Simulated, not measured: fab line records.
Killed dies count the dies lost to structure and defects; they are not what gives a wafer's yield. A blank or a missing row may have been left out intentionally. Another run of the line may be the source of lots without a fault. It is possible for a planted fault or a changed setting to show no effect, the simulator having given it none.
Chamber matching    flow n5-finfet    4 sister chambers for N5_BEOL_M11_STRIP_19 on rie-diel-06
The step strips in O2. 7 wafers are shown with their chamber, then 7 later ones without.

## WAFERS WITH THEIR CHAMBER
wafer   chamber  showerhead-plenum-p-Torr (Torr)  throttle-valve-pct (%)
L080.2  1        2.01                             17.25
L080.5  0        2.06                             16.38
L087.1  3        2.19                             16.71
L087.2  0        2.05                             16.41
L087.6  2        2.13                             16.32
L088.1  1        2.00                             17.27
L088.5  3        2.19                             16.73

## WAFERS MISSING THEIR CHAMBER
wafer   showerhead-plenum-p-Torr (Torr)  throttle-valve-pct (%)
L088.6  2.05                             16.39
L095.1  2.13                             16.34
L095.3  2.18                             16.73
L095.6  2.18                             16.74
L096.1  2.05                             16.42
L096.5  2.18                             16.75
L096.6  2.05                             16.43

## THE CHAMBER EACH PASSED THROUGH
wafer   from the rows above  in truth
L088.6  0                    0
L095.1  2                    2
L095.3  3                    3
L095.6  3                    3
L096.1  0                    0
L096.5  3                    3
L096.6  0                    0
Correct placement for 7 of the 7. Not placeable from these rows: 0. 0 placed wrongly.
How it was worked out, from the rows above alone: a wafer's distance from a chamber is the root of the sum, over the readings, of the square of ((its reading less the chamber's mean) divided by the reading's scatter). If the next closest chamber is less than 2 further off than the closest, the wafer can't be placed; otherwise it belongs to the closest. The mean given for a chamber averages the wafers shown for that chamber. How the scatter is found: for the shown wafers, subtract from each reading the mean of its chamber, square and add these, divide the total by (wafers less chambers), then take the root.
